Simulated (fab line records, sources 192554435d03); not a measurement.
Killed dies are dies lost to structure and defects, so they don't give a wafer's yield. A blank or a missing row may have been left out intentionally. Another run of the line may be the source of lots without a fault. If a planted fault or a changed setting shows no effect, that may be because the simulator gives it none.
fab line records	flow n5_finfet
record lots=4	wafers=12	last_day=16
route steps=1938 shown GATE_CUT@480 BEOL_M4@1111 PASSIVATION@1936
lots untouched by any fault: they come from a run of this same line in which no faults occurred
start_h: the number of hours between the record's first day and the start of the first shown wafer of the lot	wait_h: hours since the lot's step before	" unchanged from the row above	L1.1+2: one row covering several wafers at once	- either no value or no given start	* or withheld: withheld	< > ~ a bound
route shown NAME@n: NAME is a module with steps in the file, n the number in the route of the first one	usual: mean/standard deviation taken from wafers without a fault	same: alike in all rows	chamber/n: place in a boat	sites: each site's reading	_std_site: standard deviation across them	_edge_site: outer sites' mean less inner sites'	radius_mm: for every site, how far away it sits from the centre of the wafer	mask NAME#n: copy n	behind: the tool/chamber that last shaped the wafer	hold: reason for holding the lot/hours on hold/outcome of the hold	device: which transistor (n, p or np) failed to switch	end of line: tests of these same wafers at the route's end	step lacking rows: just its recipe	killed: not the wafer's yield, but the dies lost to structure and defects at the first sort	map: shows each die of a wafer: x if killed, . if not, _ if none is there
set.NAME: setting as actually run; set.NAME@STEP: the setting as run at that earlier step	model.NAME: the simulator's own value behind a step, which no gauge read
lots at selected steps of the route; one table per step, one row per wafer
services: when a tool's chamber went out of use (start_h, in hours from the record's first day, below 0 if earlier), for how many hours, and the reason
## steps
# step N5_GATE_CUT_COAT_27
# recipe resist=underlayer	temp_c=205	time_s=60	spin_rpm=1500	resist_thk_nm=10
# step N5_GATE_CUT_COAT_07
# recipe resist=CAR-EUV	spin_rpm=1500	resist_thk_nm=30
# step N5_GATE_CUT_EBR_09
# recipe solvent=PGMEA	ebr_width_mm=1.5
# step N5_GATE_CUT_SOFTBAKE_08
# recipe temp_c=110	time_s=60	resist=CAR-EUV
# step N5_GATE_CUT_EXPOSE_10
# recipe mask_id=GATE_CUT	na=0.33	source_shape=annular	sigma_inner=0.35	sigma_outer=0.8	polarization=unpolarized	target_cd_nm=20	dose_mj=43.25
# step N5_GATE_CUT_PEB_11
# recipe peb_temp_c=100	peb_time_s=60	resist=CAR-EUV
# step N5_GATE_CUT_DEVELOP_12
# recipe develop_time_s=30	developer=TMAH	resist=CAR-EUV	rinse_liquid=surfactant_rinse	dry=air_spin	dev_temp_c=23
# step N5_GATE_CUT_DESCUM_18
# recipe chemistry=O2	time_s=7	source_power_w=50	bias_power_w=20	pressure_mtorr=20	rf_frequency_hz=2.712e+07	temp_c=40	resist=CAR-EUV	o2_flow_sccm=225
# step N5_GATE_CUT_ETCH_28
# recipe chemistry=N2/H2	target=underlayer	target_depth_a=130	mask_material=CAR-EUV	time_s=10.4	ion_energy_ev=200	pressure_mtorr=30	source_w=840	bias_w=150	n2_flow_sccm=200	h2_flow_sccm=200	ends=cleared
# step N5_GATE_CUT_ETCH_36
# recipe chemistry=CF4	target=SiARC	target_depth_a=130	mask_material=CAR-EUV	time_s=21.7	ion_energy_ev=80	pressure_mtorr=40	source_w=545	bias_w=36	Ar_flow_sccm=100	cf4_flow_sccm=100	ends=cleared
# usual bias_w=36.00/0.099	cf4_flow_sccm=99.98/0.28	chamber_pressure_mTorr=40.00/0.035	drypump_motor_current_A=5.9/0.58	etch_rf_on_time_s=21.9/0.83	oes_product_au=0.68/0.069	rf_fwd_power_W=531.8/2	rf_vpp_V=183.9/1.1	showerhead_plenum_p_Torr=2.13/0.062	throttle_valve_pct=15.52/0.19
lot.wafer	tool	chamber	start_h	wait_h	bias_w	cf4_flow_sccm	chamber_pressure_mTorr	drypump_motor_current_A	etch_rf_on_time_s	oes_product_au	rf_fwd_power_W	rf_hours_counter_h	rf_vpp_V	showerhead_plenum_p_Torr	throttle_valve_pct	model.CAR-EUV_of_GATE_CUT_COAT_07.thk_nm
L427.1	rie_diel-04	1	171.24	0.0	35.86	100.16	40.01	5.0	21.3	0.75	530.9	30	184.5	2.18	15.47	7
L427.2	"	0	"	"	36.00	99.71	39.94	6.1	23.0	0.60	530.7	172	185.3	2.22	15.70	7.2
L427.3	"	3	"	"	35.87	100.33	39.98	6.6	21.3	0.69	529.8	130	184.4	2.07	15.42	7.2
L429.1	rie_diel-02	1	183.48	0.0	-	-	-	-	-	-	-	-	-	-	-	14.6
L429.4	"	3	"	"	-	-	-	-	-	-	-	-	-	-	-	15
L429.6	"	1	"	"	-	-	-	-	-	-	-	-	-	-	-	14.6
L430.1	rie_diel-04	0	188.87	0.0	-	-	-	-	-	-	-	-	-	-	-	14.8
L430.3	"	2	"	"	-	-	-	-	-	-	-	-	-	-	-	14.8
L430.4	"	1	"	"	-	-	-	-	-	-	-	-	-	-	-	14.6
L434.1	rie_diel-02	1	211.55	0.0	35.93	100.29	40.06	5.3	21.6	0.64	532.2	171	183.6	2.14	15.61	6.8
L434.3	"	0	"	"	36.07	100.11	39.99	5.6	22.6	0.79	532.1	6	185.4	2.17	15.40	6.8
L434.6	"	2	"	"	36.05	100.25	40.04	6.2	21.1	0.76	535.3	-	185.6	2.28	15.41	6.8
# step N5_GATE_CUT_ETCH_37
# recipe chemistry=N2/H2	target=SOC	target_depth_a=600	overetch_a=120	mask_material=SiARC	temp_c=40	time_s=90	ion_energy_ev=200	pressure_mtorr=30	source_w=840	bias_w=150	n2_flow_sccm=200	h2_flow_sccm=200
# usual bias_w=150.0/0.49	chamber_pressure_mTorr=29.998/0.029	drypump_motor_current_A=5.9/0.58	oes_product_au=0.72/0.063	rf_fwd_power_W=835/3.3	rf_vpp_V=523.6/2.3	showerhead_plenum_p_Torr=2.54/0.086	throttle_valve_pct=17.77/0.24
lot.wafer	tool	chamber	start_h	wait_h	bias_w	chamber_pressure_mTorr	drypump_motor_current_A	oes_product_au	rf_fwd_power_W	rf_hours_counter_h	rf_vpp_V	showerhead_plenum_p_Torr	throttle_valve_pct
L427.1	rie_diel-04	1	171.26	0.0	150.2	29.945	5.0	0.79	834	30	525.9	2.62	17.95
L427.2	"	0	"	"	149.8	29.969	6.1	0.66	836	172	525.6	2.65	18.07
L427.3	"	3	"	"	150.7	29.965	6.6	0.72	835	130	521.7	2.44	17.53
L429.1	rie_diel-02	1	183.51	0.0	150.2	29.993	5.4	0.28	840	163	524.7	2.54	17.71
L429.4	"	3	"	"	149.7	30.019	6.0	0.27	840	-	523.4	2.52	18.07
L429.6	"	1	"	"	150.2	30.032	5.4	0.28	839	-	523.2	2.54	17.71
L430.1	rie_diel-04	0	188.89	0.0	149.6	29.983	6.0	0.27	833	176	526.2	2.65	18.01
L430.3	"	2	"	"	149.9	29.920	5.7	0.27	833	171	520.6	2.44	17.63
L430.4	"	1	"	"	150.3	30.033	5.0	0.33	837	36	525.8	2.62	17.88
L434.1	rie_diel-02	1	211.58	0.0	150.0	30.003	5.3	0.67	836	171	523.7	2.54	17.80
L434.3	"	0	"	"	149.4	29.996	5.6	0.86	837	6	525.0	2.63	17.94
L434.6	"	2	"	"	150.5	30.004	6.2	0.78	835	-	527.2	2.69	17.54
# step N5_GATE_CUT_STRIP_38
# recipe chemistry=N2/H2	temp_c=40	n2_flow_sccm=200	h2_flow_sccm=200	rf_frequency_hz=6e+07
# step N5_GATE_CUT_STRIP_39
# recipe chemistry=N2/H2	temp_c=40	n2_flow_sccm=200	h2_flow_sccm=200	rf_frequency_hz=6e+07
# step N5_GATE_CUT_HM_OPEN_40
# recipe chemistry=C4F6/O2	target=SiO2	mask_material=SiARC	target_depth_a=1390	time_s=85.1	ion_energy_ev=250	pressure_mtorr=30	source_w=345	bias_w=185	Ar_flow_sccm=300	C4F6_flow_sccm=10	O2_flow_sccm=10	ends=cleared
# usual chamber_pressure_mTorr=30.001/0.027	drypump_motor_current_A=5.9/0.59	etch_rf_on_time_s=94.4/2.6	oes_product_au=0.72/0.069	rf_fwd_power_W=342.2/1.3	rf_vpp_V=667/21	showerhead_plenum_p_Torr=2.83/0.094	throttle_valve_pct=20.82/0.25
lot.wafer	tool	chamber	start_h	wait_h	chamber_pressure_mTorr	drypump_motor_current_A	etch_rf_on_time_s	oes_product_au	rf_fwd_power_W	rf_hours_counter_h	rf_vpp_V	showerhead_plenum_p_Torr	throttle_valve_pct
L427.1	rie_diel-04	1	171.35	0.0	30.027	5.0	93.1	0.79	342.7	31	652	2.91	20.94
L427.2	"	0	"	"	30.059	6.1	96.3	0.65	341.7	172	713	2.95	21.04
L427.3	"	3	"	"	30.020	6.7	91.6	0.73	342.6	130	668	2.73	20.62
L429.1	rie_diel-02	1	183.59	0.0	30.037	5.3	212.8	0.28	-	163	666	2.85	20.66
L429.4	"	3	"	"	30.042	6.0	212.7	0.27	-	-	680	2.82	21.05
L429.6	"	1	"	"	29.988	5.3	212.8	0.27	-	-	664	2.85	20.67
L430.1	rie_diel-04	0	188.98	0.0	30.004	6.1	212.7	0.28	-	176	711	2.95	20.85
L430.3	"	2	"	"	30.006	5.7	212.8	0.28	-	171	676	2.72	20.53
L430.4	"	1	"	"	30.051	5.0	212.7	0.33	-	36	651	2.91	20.74
L434.1	rie_diel-02	1	211.66	0.0	29.962	5.4	92.9	0.67	344.9	171	663	2.84	20.86
L434.3	"	0	"	"	30.028	5.6	96.4	0.84	341.5	6	630	2.90	20.87
L434.6	"	2	"	"	29.962	6.2	91.4	0.80	342.8	-	651	3.01	20.74
# step N5_GATE_CUT_STRIP_41
# recipe chemistry=CF4	resist=SiARC	power_w=300	bias_power_w=75	pressure_mtorr=50	cf4_flow_sccm=150	rf_frequency_hz=6e+07
# step N5_GATE_CUT_STRIP_42
# recipe chemistry=O2	power_w=400	temp_c=40	pressure_mtorr=30	rf_frequency_hz=6e+07	bias_power_w=0	overash_fraction=0.3	o2_flow_sccm=225
# step N5_GATE_CUT_ETCH_19
# recipe chemistry=CH3F/O2	target=SiNx	mask_material=SiO2	target_depth_a=537	time_s=76.7	pressure_mtorr=30	source_w=395	bias_w=73	Ar_flow_sccm=150	CH3F_flow_sccm=30	O2_flow_sccm=20	ion_energy_ev=120	ends=cleared
# usual CH3F_flow_sccm=30.01/0.086	O2_flow_sccm=20.00/0.06	chamber_pressure_mTorr=30.004/0.028	drypump_motor_current_A=5.9/0.59	etch_rf_on_time_s=77.5/2	oes_product_au=0.68/0.065	rf_fwd_power_W=391.0/1.6	rf_vpp_V=298/8.9	showerhead_plenum_p_Torr=1.99/0.069	throttle_valve_pct=16.23/0.22
lot.wafer	tool	chamber	start_h	wait_h	CH3F_flow_sccm	O2_flow_sccm	chamber_pressure_mTorr	drypump_motor_current_A	etch_rf_on_time_s	oes_product_au	rf_fwd_power_W	rf_hours_counter_h	rf_vpp_V	showerhead_plenum_p_Torr	throttle_valve_pct
L427.1	rie_diel-04	1	171.47	0.0	30.07	19.99	30.040	5.0	76.1	0.76	389.5	31	291	2.05	16.29
L427.2	"	0	"	"	29.90	19.95	29.971	6.1	78.8	0.62	392.5	172	318	2.07	16.42
L427.3	"	3	"	"	29.94	19.99	29.982	6.7	75.0	0.69	390.9	130	300	1.92	16.06
L429.1	rie_diel-02	1	183.71	0.0	30.15	19.94	29.999	5.4	191.8	0.28	-	163	296	2.00	16.27
L429.4	"	3	"	"	30.01	20.06	30.017	6.0	191.8	0.27	-	-	307	1.99	16.63
L429.6	"	1	"	"	30.01	19.97	30.020	5.4	191.7	0.28	-	-	297	2.00	16.30
L430.1	rie_diel-04	0	189.10	0.0	29.99	20.02	30.018	6.1	191.8	0.27	-	176	318	2.07	16.41
L430.3	"	2	"	"	30.08	20.01	29.993	5.7	191.7	0.28	-	171	301	1.90	16.13
L430.4	"	1	"	"	30.10	20.03	30.009	5.0	191.8	0.32	-	36	291	2.05	16.27
L434.1	rie_diel-02	1	211.78	0.0	30.25	19.96	29.980	5.4	76.6	0.63	394.2	171	298	2.00	16.31
L434.3	"	0	"	"	29.86	20.03	29.998	5.6	79.0	0.80	390.4	6	282	2.04	16.23
L434.6	"	2	"	"	29.90	19.91	29.967	6.2	75.6	0.76	393.1	-	291	2.12	16.10
# step N5_GATE_CUT_CUT_ETCH_53
# recipe chemistry=SF6/Cl2	target=W	mask_material=SiO2	target_depth_a=792	pressure_mtorr=8	icp_w=900	bias_w=80	SF6_flow_sccm=40	Cl2_flow_sccm=60	ends=cleared
# usual SF6_flow_sccm=40.00/0.11	bias_w=79.97/0.22	chamber_pressure_mTorr=8.003/0.029	drypump_motor_current_A=5.80/0.24	etch_rf_on_time_s=25.8/1.3	oes_product_au=0.74/0.051	rf_fwd_power_W=881/4	throttle_valve_pct=29.1/0.6
lot.wafer	tool	chamber	start_h	wait_h	SF6_flow_sccm	bias_w	chamber_pressure_mTorr	drypump_motor_current_A	etch_rf_on_time_s	oes_product_au	rf_fwd_power_W	rf_hours_counter_h	throttle_valve_pct
L427.1	rie_metal-01	0	171.94	0.4	39.82	79.98	8.000	5.96	27.8	0.69	882	34	28.4
L427.2	"	1	"	"	40.05	80.09	8.009	5.26	26.8	0.65	886	56	29.3
L427.3	"	0	"	"	39.94	79.67	8.004	5.95	27.5	0.70	879	-	28.4
L429.1	rie_metal-02	1	183.82	0.1	39.84	80.00	7.988	5.89	34.3	0.30	885	32	28.5
L429.4	"	0	"	"	39.98	79.86	8.014	5.97	34.3	0.33	878	-	27.2
L429.6	"	0	"	"	39.92	80.21	8.000	5.99	34.3	0.33	878	-	27.2
L430.1	rie_metal-01	0	189.21	0.1	39.96	80.29	7.991	5.97	34.3	0.30	876	37	27.0
L430.3	"	1	"	"	39.86	79.68	8.004	5.24	34.3	0.27	891	-	27.9
L430.4	"	0	"	"	39.75	80.08	7.993	5.98	34.3	0.29	876	-	27.0
L434.1	rie_metal-03	1	211.89	0.1	40.06	80.01	8.001	5.84	26.5	0.72	881	39	29.2
L434.3	"	0	"	"	39.89	80.23	8.004	5.83	25.3	0.70	881	-	28.7
L434.6	"	0	"	"	39.95	80.04	8.004	5.80	25.2	0.71	883	-	28.7
# step N5_GATE_CUT_CUT_ETCH_54
# recipe chemistry=Cl2/BCl3	target=TiN	mask_material=SiO2	target_depth_a=967	pressure_mtorr=10	icp_w=1000	bias_w=126	Cl2_flow_sccm=53.25	bcl3_flow_sccm=21.75	Ar_flow_sccm=25	ends=cleared
# usual bcl3_flow_sccm=21.75/0.066	bias_w=126.0/0.35	chamber_pressure_mTorr=9.999/0.0095	drypump_motor_current_A=5.81/0.24	etch_rf_on_time_s=36.1/1.8	oes_product_au=0.74/0.051	rf_fwd_power_W=983/6	throttle_valve_pct=22.3/0.36
lot.wafer	tool	chamber	start_h	wait_h	bcl3_flow_sccm	bias_w	chamber_pressure_mTorr	drypump_motor_current_A	etch_rf_on_time_s	oes_product_au	rf_fwd_power_W	rf_hours_counter_h	throttle_valve_pct
L427.1	rie_metal-01	0	172.00	0.0	21.75	126.2	10.007	5.97	39.0	0.70	979	34	21.9
L427.2	"	1	"	"	21.62	125.8	10.006	5.25	37.1	0.65	985	56	22.3
L427.3	"	0	"	"	21.68	125.8	9.985	5.93	38.7	0.70	972	-	21.9
L429.1	rie_metal-02	1	183.88	0.0	21.74	125.7	10.010	5.90	47.9	0.30	988	32	23.5
L429.4	"	0	"	"	21.77	126.0	10.003	6.02	47.9	0.33	979	-	22.5
L429.6	"	0	"	"	21.82	125.8	10.004	5.98	47.9	0.33	979	-	22.5
L430.1	rie_metal-01	0	189.27	0.0	21.75	126.1	9.997	5.96	47.9	0.30	983	37	22.4
L430.3	"	1	"	"	21.61	125.9	10.006	5.26	47.9	0.27	987	-	22.9
L430.4	"	0	"	"	21.75	125.7	10.000	5.97	47.9	0.30	976	-	22.4
L434.1	rie_metal-03	1	211.95	0.0	21.72	126.4	10.013	5.84	36.8	0.72	986	39	22.4
L434.3	"	0	"	"	21.77	125.9	9.983	5.76	35.2	0.70	987	-	22.1
L434.6	"	0	"	"	21.75	125.5	10.006	5.80	35.0	0.71	987	-	22.1
# step N5_GATE_CUT_CUT_ETCH_55
# recipe chemistry=BCl3	target=HfO2	mask_material=SiO2	target_depth_a=32	ion_energy_ev=30	pressure_mtorr=5	icp_w=450	bias_w=18	bcl3_flow_sccm=80
# usual bcl3_flow_sccm=79.99/0.22	bias_w=17.99/0.054	chamber_pressure_mTorr=5.000/0.0042	drypump_motor_current_A=5.80/0.24	oes_product_au=0.81/0.056	rf_fwd_power_W=442.4/2.8	throttle_valve_pct=33.5/0.73
lot.wafer	tool	chamber	start_h	wait_h	bcl3_flow_sccm	bias_w	chamber_pressure_mTorr	drypump_motor_current_A	oes_product_au	rf_fwd_power_W	rf_hours_counter_h	throttle_valve_pct
L427.1	rie_metal-01	0	172.06	0.0	79.87	17.95	5.004	5.93	0.79	439.1	34	32.9
L427.2	"	1	"	"	79.74	18.02	5.002	5.24	0.74	444.9	56	33.6
L427.3	"	0	"	"	79.92	18.00	5.001	5.94	0.80	439.5	-	32.9
L429.1	rie_metal-02	1	183.94	0.0	79.67	17.92	5.000	5.86	0.31	444.8	32	34.8
L429.4	"	0	"	"	80.21	17.92	4.998	5.96	0.32	438.5	-	33.2
L429.6	"	0	"	"	79.80	18.06	4.998	5.97	0.33	439.1	-	33.2
L430.1	rie_metal-01	0	189.33	0.0	79.98	18.08	4.997	5.97	0.30	440.6	37	32.9
L430.3	"	1	"	"	79.89	17.87	4.995	5.21	0.27	447.5	-	33.7
L430.4	"	0	"	"	79.90	18.06	4.999	5.95	0.30	440.5	-	32.9
L434.1	rie_metal-03	1	212.01	0.0	79.80	17.99	4.996	5.84	0.82	445.6	39	33.4
L434.3	"	0	"	"	79.99	17.95	5.001	5.79	0.76	443.8	-	32.7
L434.6	"	0	"	"	79.90	18.07	5.001	5.77	0.75	441.4	-	32.7
# step N5_BEOL_M4_RC_MEAS_101
# usual DIBL_N=36.9/2.1	DIBL_P=37.1/2.5	IOFF_N=0.17/0.039	IOFF_P=0.23/0.043	ION_N=673/15	ION_P=462/9.1	SS_N=71.8/0.69	SS_P=73.6/0.74	VT_N=250/3.6	VT_P=-249.7/2.9
lot.wafer	tool	chamber	start_h	wait_h	DIBL_N[mV/V]	DIBL_P[mV/V]	IOFF_N[nA/um]	IOFF_P[nA/um]	ION_N[uA/um]	ION_P[uA/um]	SS_N[mV/dec]	SS_P[mV/dec]	VT_N[mV]	VT_P[mV]
L427.1	prober-01	0	257.49	0.0	37.7	38.6	0.18	0.25	681	471	71.3	73.1	248	-247.8
L427.2	"	0	"	"	39.9	40.1	0.20	0.27	669	458	72.0	74.2	249	-248.6
L427.3	"	0	"	"	35.8	35.0	0.14	0.19	671	467	70.7	73.1	253	-252.3
L434.1	prober-01	0	299.41	0.0	34.9	35.0	0.15	0.21	673	461	71.7	73.4	250	-247.6
L434.3	"	0	"	"	37.7	37.8	0.22	0.28	680	468	72.5	74.2	245	-246.1
L434.6	"	0	"	"	35.2	35.1	0.17	0.23	676	471	71.3	73.2	247	-246.1
# step N5_PASSIVATION_PROBE_49
# usual defect_limited_yield=91.3/1.4	killed_at_M0_to_M3=32/9.5	killed_at_M4_up=14/5.2	killed_at_contacts=13/5.7	killed_at_front_end=41/12	killed_at_other=3.5/2.6	killed_dies=103/17	killed_on_rim=14/4	killed_open=68/14	killed_short=32/7	sort_bin_5_function=5.0/0.91	sort_bin_6_memory=3.3/0.7	sort_n_pass=1076/17	sort_yield_pct=91.2/1.4
# same gross_dies=1180	killed_at_back_side=0	sort_bin_4_leakage[%]=0	sort_bin_8_speed[%]=0
lot.wafer	tool	chamber	start_h	wait_h	defect_limited_yield[%]	killed_at_M0_to_M3	killed_at_M4_up	killed_at_contacts	killed_at_front_end	killed_at_other	killed_dies	killed_on_rim	killed_open	killed_short	sort_bin_5_function[%]	sort_bin_6_memory[%]	sort_n_pass	sort_yield_pct[%]
L430.1	prober-02	-	364.73	0.0	0	38	10	18	1112	2	1180	152	56	34	96.4	3.2	0	0
L430.3	prober-02	-	364.83	0.1	0	50	12	14	1103	1	1180	152	78	34	96.3	3.3	0	0
L430.4	prober-02	-	364.88	0.2	0	43	20	11	1103	3	1180	152	69	29	96.9	2.9	0	0
L429.1	prober-02	-	372.31	0.1	0	24	14	10	1129	3	1180	152	60	32	97.2	2.6	0	0
L429.4	prober-02	-	372.46	0.2	0	50	27	6	1097	0	1180	152	94	30	96.1	3.7	0	0
L429.6	prober-02	-	372.56	0.3	0	35	15	16	1114	0	1180	152	60	33	96.7	3.0	0	0
# killed by level:class
L430.1 GATE_CUT:area_etch=1089 BEOL_M0_SAQP:geometric_particle:short=12 MOL_CONTACT_COAG:geometric_particle:open=12 BEOL_M0_SAQP:geometric_particle:open=12 MOL_CONTACT_COAG:geometric_particle:short=6 FIN_SAQP:geometric_particle:open=4 BEOL_M2:geometric_particle:open=4 BEOL_M2:geometric_particle:short=4
L430.3 GATE_CUT:area_etch=1068 BEOL_M0_SAQP:geometric_particle:open=21 STI_FIN_REVEAL:geometric_particle:open=15 MOL_CONTACT_COAG:geometric_particle:open=13 BEOL_M0_SAQP:geometric_particle:short=11 BEOL_M2:geometric_particle:open=6 BEOL_M4:geometric_particle:open=5 BEOL_M2:geometric_particle:short=4
L430.4 GATE_CUT:area_etch=1079 BEOL_M0_SAQP:geometric_particle:open=10 MOL_CONTACT_COAG:geometric_particle:open=10 BEOL_M0_SAQP:geometric_particle:short=9 BEOL_M2:geometric_particle:open=9 BEOL_M4:geometric_particle:open=9 BEOL_M1:geometric_particle:open=8 BEOL_M5:geometric_particle:open=5
L429.1 GATE_CUT:area_etch=1088 STI_FIN_REVEAL:geometric_particle:open=19 FIN_SAQP:geometric_particle:short=7 BEOL_M1:geometric_particle:open=6 STI_FIN_REVEAL:geometric_particle:short=5 MOL_CONTACT_COAG:geometric_particle:open=5 MOL_CONTACT_COAG:geometric_particle:short=5 BEOL_M0_SAQP:geometric_particle:short=5
L429.4 GATE_CUT:area_etch=1056 STI_FIN_REVEAL:geometric_particle:open=15 BEOL_M4:geometric_particle:open=13 BEOL_M0_SAQP:geometric_particle:open=13 BEOL_M1:geometric_particle:open=11 FIN_SAQP:geometric_particle:open=7 MOL_CONTACT_COAG:geometric_particle:open=6 BEOL_M2:geometric_particle:open=6
L429.6 GATE_CUT:area_etch=1087 MOL_CONTACT_COAG:geometric_particle:open=13 BEOL_M0_SAQP:geometric_particle:short=11 BEOL_M0_SAQP:geometric_particle:open=9 BEOL_M4:geometric_particle:open=8 FIN_SAQP:geometric_particle:open=5 STI_FIN_REVEAL:geometric_particle:open=5 FIN_SAQP:geometric_particle:short=4
# map L429.1 (x killed, . not)
_________________xxxxxxxxxxxx________________
______________xxxxxxxxxxxxxxxxxx_____________
___________xxxxxxxxxxxxxxxxxxxxxxxx__________
__________xxxxxxxxxxxxxxxxxxxxxxxxxx_________
________xxxxxxxxxxxxxxxxxxxxxxxxxxxxxx_______
_______xxxxxxxxxxxxxxxxxxxxxxxxxxxxxxxx______
______xxxxxxxxxxxxxxxxxxxxxxxxxxxxxxxxxx_____
_____xxxxxxxxxxxxxxxxxxxxxxxxxxxxxxxxxxxx____
____xxxxxxxxxxxxxxxxxxxxxxxxxxxxxxxxxxxxxx___
___xxxxxxxxxxxxxxxxxxxxxxxxxxxxxxxxxxxxxxxx__
___xxxxxxxxxxxxxxxxxxxxxxxxxxxxxxxxxxxxxxxx__
__xxxxxxxxxxxxxxxxxxxxxxxxxxxxxxxxxxxxxxxxxx_
__xxxxxxxxxxxxxxxxxxxxxxxxxxxxxxxxxxxxxxxxxx_
_xxxxxxxxxxxxxxxxxxxxxxxxxxxxxxxxxxxxxxxxxxxx
_xxxxxxxxxxxxxxxxxxxxxxxxxxxxxxxxxxxxxxxxxxxx
_xxxxxxxxxxxxxxxxxxxxxxxxxxxxxxxxxxxxxxxxxxxx
_xxxxxxxxxxxxxxxxxxxxxxxxxxxxxxxxxxxxxxxxxxxx
_xxxxxxxxxxxxxxxxxxxxxxxxxxxxxxxxxxxxxxxxxxxx
_xxxxxxxxxxxxxxxxxxxxxxxxxxxxxxxxxxxxxxxxxxxx
_xxxxxxxxxxxxxxxxxxxxxxxxxxxxxxxxxxxxxxxxxxxx
_xxxxxxxxxxxxxxxxxxxxxxxxxxxxxxxxxxxxxxxxxxxx
__xxxxxxxxxxxxxxxxxxxxxxxxxxxxxxxxxxxxxxxxxx_
__xxxxxxxxxxxxxxxxxxxxxxxxxxxxxxxxxxxxxxxxxx_
___xxxxxxxxxxxxxxxxxxxxxxxxxxxxxxxxxxxxxxxx__
___xxxxxxxxxxxxxxxxxxxxxxxxxxxxxxxxxxxxxxxx__
____xxxxxxxxxxxxxxxxxxxxxxxxxxxxxxxxxxxxxx___
_____xxxxxxxxxxxxxxxxxxxxxxxxxxxxxxxxxxxx____
______xxxxxxxxxxxxxxxxxxxxxxxxxxxxxxxxxx_____
_______xxxxxxxxxxxxxxxxxxxxxxxxxxxxxxxx______
________xxxxxxxxxxxxxxxxxxxxxxxxxxxxxx_______
__________xxxxxxxxxxxxxxxxxxxxxxxxxx_________
___________xxxxxxxxxxxxxxxxxxxxxxxx__________
______________xxxxxxxxxxxxxxxxxx_____________
_________________xxxxxxxxxxxx________________
# map L430.1 (x killed, . not)
_________________xxxxxxxxxxxx________________
______________xxxxxxxxxxxxxxxxxx_____________
___________xxxxxxxxxxxxxxxxxxxxxxxx__________
__________xxxxxxxxxxxxxxxxxxxxxxxxxx_________
________xxxxxxxxxxxxxxxxxxxxxxxxxxxxxx_______
_______xxxxxxxxxxxxxxxxxxxxxxxxxxxxxxxx______
______xxxxxxxxxxxxxxxxxxxxxxxxxxxxxxxxxx_____
_____xxxxxxxxxxxxxxxxxxxxxxxxxxxxxxxxxxxx____
____xxxxxxxxxxxxxxxxxxxxxxxxxxxxxxxxxxxxxx___
___xxxxxxxxxxxxxxxxxxxxxxxxxxxxxxxxxxxxxxxx__
___xxxxxxxxxxxxxxxxxxxxxxxxxxxxxxxxxxxxxxxx__
__xxxxxxxxxxxxxxxxxxxxxxxxxxxxxxxxxxxxxxxxxx_
__xxxxxxxxxxxxxxxxxxxxxxxxxxxxxxxxxxxxxxxxxx_
_xxxxxxxxxxxxxxxxxxxxxxxxxxxxxxxxxxxxxxxxxxxx
_xxxxxxxxxxxxxxxxxxxxxxxxxxxxxxxxxxxxxxxxxxxx
_xxxxxxxxxxxxxxxxxxxxxxxxxxxxxxxxxxxxxxxxxxxx
_xxxxxxxxxxxxxxxxxxxxxxxxxxxxxxxxxxxxxxxxxxxx
_xxxxxxxxxxxxxxxxxxxxxxxxxxxxxxxxxxxxxxxxxxxx
_xxxxxxxxxxxxxxxxxxxxxxxxxxxxxxxxxxxxxxxxxxxx
_xxxxxxxxxxxxxxxxxxxxxxxxxxxxxxxxxxxxxxxxxxxx
_xxxxxxxxxxxxxxxxxxxxxxxxxxxxxxxxxxxxxxxxxxxx
__xxxxxxxxxxxxxxxxxxxxxxxxxxxxxxxxxxxxxxxxxx_
__xxxxxxxxxxxxxxxxxxxxxxxxxxxxxxxxxxxxxxxxxx_
___xxxxxxxxxxxxxxxxxxxxxxxxxxxxxxxxxxxxxxxx__
___xxxxxxxxxxxxxxxxxxxxxxxxxxxxxxxxxxxxxxxx__
____xxxxxxxxxxxxxxxxxxxxxxxxxxxxxxxxxxxxxx___
_____xxxxxxxxxxxxxxxxxxxxxxxxxxxxxxxxxxxx____
______xxxxxxxxxxxxxxxxxxxxxxxxxxxxxxxxxx_____
_______xxxxxxxxxxxxxxxxxxxxxxxxxxxxxxxx______
________xxxxxxxxxxxxxxxxxxxxxxxxxxxxxx_______
__________xxxxxxxxxxxxxxxxxxxxxxxxxx_________
___________xxxxxxxxxxxxxxxxxxxxxxxx__________
______________xxxxxxxxxxxxxxxxxx_____________
_________________xxxxxxxxxxxx________________
## services
tool	chamber	start_h	hours	kind
rie_diel-02	1	156.55	15.9	repair
rie_metal-03	-	160.87	28.1	pm
rie_diel-02	0	172.64	-	clean
rie_diel-02	0	172.64	-	consumable_replace:focus_ring
rie_diel-02	0	172.64	14.3	scheduled_down
rie_diel-02	0	172.64	14.3	vent_cycle
## key
first_sign step=N5_GATE_CUT_ETCH_36	reading=tool_record	direction=missing
effect step=N5_GATE_CUT_ETCH_37	reading=oes_product_au	direction=down	sigmas=6.8	usual=0.72	struck=0.28
effect step=N5_GATE_CUT_HM_OPEN_40	reading=etch_rf_on_time_s	direction=up	sigmas=45	usual=*	struck=*
effect step=N5_GATE_CUT_ETCH_19	reading=etch_rf_on_time_s	direction=up	sigmas=56	usual=*	struck=*
effect step=N5_GATE_CUT_CUT_ETCH_53	reading=oes_product_au	direction=down	sigmas=8.5	usual=0.74	struck=0.30
effect step=N5_GATE_CUT_CUT_ETCH_54	reading=oes_product_au	direction=down	sigmas=8.5	usual=0.74	struck=0.31
effect step=N5_GATE_CUT_CUT_ETCH_55	reading=oes_product_au	direction=down	sigmas=9.1	usual=0.81	struck=0.31
effect step=N5_PASSIVATION_PROBE_49	reading=sort_bin_5_function	direction=up	sigmas=99+	usual=5.0	struck=96.6
model_effect step=N5_GATE_CUT_ETCH_36	value=CAR-EUV_of_GATE_CUT_COAT_07.thk_nm	without=7.033	struck=14.73
more_kills_born_at N5_GATE_CUT_ETCH_36@rie_diel-04=3236	N5_GATE_CUT_ETCH_36@rie_diel-02=3231
met_at N5_GATE_CUT_ETCH_36
struck_wafers L429.1,L429.4,L429.6,L430.1,L430.3,L430.4
later_rows_left_out L429.1,L429.4,L429.6,L430.1,L430.3,L430.4
onset_between 171.24 183.48
fault kind=skipped_step_whole	tool=rie_diel-02,rie_diel-04	chamber=-	onset_h=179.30	steps=N5_GATE_CUT_ETCH_36	scope=struck_lots_only
# later_rows_left_out: the simulator's readings of these wafers behind a module that went badly wrong aren't trusted and aren't shown, but for the sort
